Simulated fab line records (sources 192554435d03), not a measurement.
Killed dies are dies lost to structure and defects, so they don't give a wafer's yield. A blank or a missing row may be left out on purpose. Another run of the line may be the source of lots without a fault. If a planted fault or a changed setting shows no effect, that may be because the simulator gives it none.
8D (eight disciplines) problem report, filled in by code / flow n5 finfet / the parts of the form that need people (team, actions taken, sign-off) are left out

== 1. THE PROBLEM ==
raw defect count at N5_BEOL_M10_INSPECT_13 reads a mean of 1920 on 4 wafers of 3 lots; wafers without a fault read 394 with a standard deviation of 86. That puts it +18 standard deviations away from the usual mean.
The step: inspects for defects (brightfield).
First observed at day 16 12:32: wafer L865.2, on defect inspect-02. Wafers with a number at this step in the record: 32, from 13 lots. The rule behind "out" and "out of limits": a value lying over 4 standard deviations away from the usual mean. The other wafers with a number count as sound.

== 2. WHAT IT IS; WHAT IT IS NOT ==
question=which readings at this step | is=raw defect count | is not=-
question=which lots | is=L864, L865, L866 | is not=L843, L844, L848, L851, L854, L855, L857, L859, L860, L862
question=which wafers of those lots | is=L864.3, L865.2, L865.5, L866.1 | is not=L866.6
question=read on which gauges | is=defect inspect-02 | is not=defect inspect-01
question=when | is=from day 16 12:32 | is not=up to then (27 sound wafers); but 1 sound wafer of L866 came after

== 3. THE SUSPECTS, EACH WITH WHAT RULES IT OUT ==
Counting: a tool at a process step up to the reading stays a suspect if it ran every lot that is out. Sound lots after the first of them don't rule it out here, since some wafers of a struck lot are sound.
- ruled out: the gauge at N5_BEOL_M10_INSPECT_13. All the wafers that are out were read on defect inspect-02, but those of them that N5_PASSIVATION_PROBE_49 has rows for are out there too, on other tools.
- pecvd-01 at N5_BEOL_M10_PECVD_70 (deposits SiO2 from TEOS/O2, target thk 20 nm, time 22.7 s): kept. It ran every lot that is out, first L865 (day 16 08:50); its last sound lot up to then is L860 (day 14 02:08).
- The sound lot-mates ran in chamber 0 of pecvd-01 at N5_BEOL_M10_PECVD_70, but the wafers that are out ran in chamber 1.
Left after counting: pecvd-01 at N5_BEOL_M10_PECVD_70.

== 4. THE CAUSE (what the simulator had put in) ==
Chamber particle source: pecvd-01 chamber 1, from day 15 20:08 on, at N5_BEOL_M10_PECVD_70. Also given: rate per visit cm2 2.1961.
Counting left only this tool.

== 5. THE EFFECT CHAIN, in route order ==
Rows list readings where the struck wafers' mean (over those with a number) sits beyond 3 standard deviations from the usual. Only readings for which the record gives a usual standard deviation are gone through. hours: the time from each lot's start at the first step in this table that gives one to its start at this step, as a median over the lots. sigmas: the change in usual standard deviations.
hours=0; step=N5_BEOL_M10_INSPECT_13; reading=raw defect count; usual=394; on struck wafers=1920; change=+1526; sigmas=+18
hours=67; step=N5_PASSIVATION_PROBE_49; reading=defect limited yield; usual=91.3 %; on struck wafers=82.2; change=-9.1; sigmas=-5.4
hours=67; step=N5_PASSIVATION_PROBE_49; reading=killed_at_M4_up; usual=14; on struck wafers=132; change=+118; sigmas=+18
hours=67; step=N5_PASSIVATION_PROBE_49; reading=killed dies; usual=103; on struck wafers=210; change=+107; sigmas=+5.3
hours=67; step=N5_PASSIVATION_PROBE_49; reading=killed on rim; usual=13; on struck wafers=34; change=+20; sigmas=+5.1
hours=67; step=N5_PASSIVATION_PROBE_49; reading=sort_bin_5_function; usual=5.1 %; on struck wafers=9.9; change=+4.8; sigmas=+4.4
hours=67; step=N5_PASSIVATION_PROBE_49; reading=sort n pass; usual=1077; on struck wafers=970; change=-107; sigmas=-5.1
hours=67; step=N5_PASSIVATION_PROBE_49; reading=sort yield pct; usual=91.2 %; on struck wafers=82.2; change=-9.0; sigmas=-5.3
It contains these process steps:
- N5_PASSIVATION_PROBE_49

== 6. WHAT WOULD HAVE CAUGHT IT SOONER ==
Counted from the fault's start at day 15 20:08, it took 16 hours until the first out-of-limits reading at a measuring or inspecting step in this record, taken at day 16 12:32.
An alarm limit of 4 standard deviations would not have fired on the tool readings at N5_BEOL_M10_PECVD_70 for which the record gives a usual standard deviation, since none of them was out on any struck wafer.
Lots out: 3; of these, L866, L864 started N5_BEOL_M10_PECVD_70 on pecvd-01 after day 16 12:32. A hold on the tool at that time would have spared those 2.
